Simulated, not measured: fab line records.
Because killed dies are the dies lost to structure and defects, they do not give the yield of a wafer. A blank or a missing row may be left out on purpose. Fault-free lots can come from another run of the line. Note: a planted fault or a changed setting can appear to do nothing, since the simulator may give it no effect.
What tool caused it?    flow nandHarc    36 wafers from 12 lots sampled at 4 of the route's 1302 steps

## WHAT THE GAUGES SHOWED, per wafer
NHARC_P_GATE_CD_MEAS_46 targets a cd of 720 nm.
lot   measured      on        cdNm (nm)
L135  day 6 05:00   cdSem-01  721.5 720.5 721.5
L136  day 6 04:50   cdSem-03  721.3 723.1 720.6
L137  day 7 07:43   cdSem-03  720.4 718.9 721.5
L138  day 7 05:28   cdSem-03  721.5 720.0 718.1
L139  day 7 23:19   cdSem-01  723.5 717.2 722.2
L141  day 8 12:28   cdSem-01  722.6 721.3 722.7
L143  day 9 02:34   cdSem-01  721.1 721.7 720.1
L145  day 10 03:03  cdSem-02  718.3 719.0 720.3
L147  day 11 03:28  cdSem-01  719.0 719.2 722.4
L152  day 12 22:29  cdSem-02  721.7 722.5 720.5
L156  day 14 14:39  cdSem-02  732.3 729.4 733.7
L157  day 15 06:17  cdSem-01  731.5 729.9 728.3

## WHAT TOOL EACH LOT RAN ON (gives the tool, then ch and the chambers of the sampled wafers, and finally the start)
lot   NHARC_P_STI_CMP_21             NHARC_P_GATE_HM_DEP_102       NHARC_P_GATE_PEB_44
L135  cmp-02 ch 1,2,3, day 4 08:06   aclDep-02 ch 0, day 5 15:35   lithoTrack-02 ch 0, day 6 04:55
L136  cmp-01 ch 0,1,3, day 4 08:06   aclDep-01 ch 0, day 5 15:07   lithoTrack-02 ch 0, day 6 04:45
L137  cmp-04 ch 0,1,2, day 4 21:41   aclDep-03 ch 0, day 6 16:17   lithoTrack-02 ch 0, day 7 07:38
L138  cmp-02 ch 0,1,3, day 5 06:27   aclDep-02 ch 0, day 6 16:11   lithoTrack-07 ch 0, day 7 05:22
L139  cmp-02 ch 0,1,2, day 5 17:53   aclDep-02 ch 0, day 7 10:03   lithoTrack-07 ch 0, day 7 23:13
L141  cmp-01 ch 0,1,3, day 6 16:23   aclDep-03 ch 0, day 7 23:23   lithoTrack-07 ch 0, day 8 12:22
L143  cmp-04 ch 0,1, day 7 07:29     aclDep-03 ch 0, day 8 13:08   lithoTrack-02 ch 0, day 9 02:28
L145  cmp-01 ch 0,2, day 8 04:28     aclDep-03 ch 0, day 9 13:44   lithoTrack-03 ch 0, day 10 02:58
L147  cmp-04 ch 0,1,3, day 9 02:43   aclDep-02 ch 0, day 10 14:10  lithoTrack-07 ch 0, day 11 03:22
L152  cmp-04 ch 0,1,3, day 11 01:49  aclDep-01 ch 0, day 12 09:05  lithoTrack-02 ch 0, day 12 22:23
L156  cmp-01 ch 0,1,2, day 12 19:17  aclDep-02 ch 0, day 14 01:22  lithoTrack-07 ch 0, day 14 14:34
L157  cmp-02 ch 1,2, day 13 08:17    aclDep-03 ch 0, day 14 17:09  lithoTrack-07 ch 0, day 15 06:11
- NHARC_P_STI_CMP_21: polishes, t overpolish 20 s, target thk 380.67 nm.
- NHARC_P_GATE_HM_DEP_102: deposits aC, target thk 120 nm.
- NHARC_P_GATE_PEB_44: peb time 85 s.

## AS READ BY THE TOOLS THEMSELVES (means over the sampled wafers that have a number; for cases with no such wafer, the mark the record gives instead)
NHARC_P_STI_CMP_21.
lot   tool    edgeZonePressureFrac  motorCurrentA (A)  overpolishRunS (s)
L135  cmp-02  0.999                 11.4               20.002
L136  cmp-01  0.997                 12.5               19.994
L137  cmp-04  1.004                 11.2               19.999
L138  cmp-02  1.000                 13.0               19.999
L139  cmp-02  0.996                 12.7               20.009
L141  cmp-01  1.000                 12.2               20.000
L143  cmp-04  0.999                 11.4               19.997
L145  cmp-01  0.999                 12.1               19.994
L147  cmp-04  0.999                 11.7               19.988
L152  cmp-04  1.000                 12.1               19.993
L156  cmp-01  0.997                 12.8               20.003
L157  cmp-02  1.002                 10.7               20.000

NHARC_P_GATE_HM_DEP_102.
lot   tool       throttleValvePct (%)
L135  aclDep-02  35.000
L136  aclDep-01  35.001
L137  aclDep-03  34.994
L138  aclDep-02  34.994
L139  aclDep-02  35.002
L141  aclDep-03  35.008
L143  aclDep-03  34.992
L145  aclDep-03  35.002
L147  aclDep-02  34.997
L152  aclDep-01  34.999
L156  aclDep-02  34.994
L157  aclDep-03  35.007

NHARC_P_GATE_PEB_44.
lot   tool           exhaustPa (Pa)  heaterPowerTotalW (W)  plateTempC (C)
L135  lithoTrack-02  45.4            163.75                 118.15
L136  lithoTrack-02  44.9            163.96                 118.10
L137  lithoTrack-02  44.7            163.89                 117.99
L138  lithoTrack-07  44.6            163.85                 118.01
L139  lithoTrack-07  44.2            164.21                 117.98
L141  lithoTrack-07  44.3            164.02                 117.97
L143  lithoTrack-02  45.2            164.00                 118.12
L145  lithoTrack-03  44.5            164.13                 117.91
L147  lithoTrack-07  45.2            164.07                 117.98
L152  lithoTrack-02  44.8            163.81                 117.99
L156  lithoTrack-07  45.7            182.55                 128.35
L157  lithoTrack-07  44.9            182.69                 128.21

## THE ANSWER, worked out from the rows above alone
Rule: what is usual is taken from the lots themselves. The widest of any qualifying gaps counts: lots, ordered by their means at a reading, are off when they make up no more than a third of the lots, leave a main group of 4 or more, and stand apart from it by 3 or more times the standard deviation of that group's means. A main group whose means are all the same, to the digits that the tables above print for the reading, isn't used. A lot without any number at a reading at which 4 lots or more have one is off too. Where the step has rows for the other lots, those lots are counted as sound. The gauges are gone through in route order, then the tools' own readings, and for those a lot's mean is taken as printed above. At the first step where some lot is off, the reading lying furthest off is the one used; lots without a number count as furthest.
Off at NHARC_P_GATE_CD_MEAS_46 (cdNm): L156, L157. Main group: mean 720.8 nm, sd 0.87.
If a tool, at a process step before that reading, ran all the lots that are off and no sound lot after the first of them, it fits. Not tried: the gauges at NHARC_P_GATE_CD_MEAS_46; whatever is off there is also off at NHARC_P_GATE_PEB_44, on other tools, and gauge error can't account for it. One candidate fits, namely lithoTrack-07 at NHARC_P_GATE_PEB_44. Its last sound lot is L147 (day 11 03:22), its first lot that is off L156 (day 14 14:34): a fault that began between those two fits.
The tool's own readings at NHARC_P_GATE_PEB_44 bear it out: on the lots that are off they differ by more than 5 times the standard deviation of the sound lots' means. heaterPowerTotalW reads 182.62 W there against 163.97 W on the sound lots; plateTempC reads 128.28 C there against 118.02 C on the sound lots.

## WHAT THE SIMULATOR PUT IN
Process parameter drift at NHARC_P_GATE_PEB_44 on lithoTrack-07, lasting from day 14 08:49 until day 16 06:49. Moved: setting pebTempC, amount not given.
Lots struck among those shown: L156, L157. Same finding as the rule above.
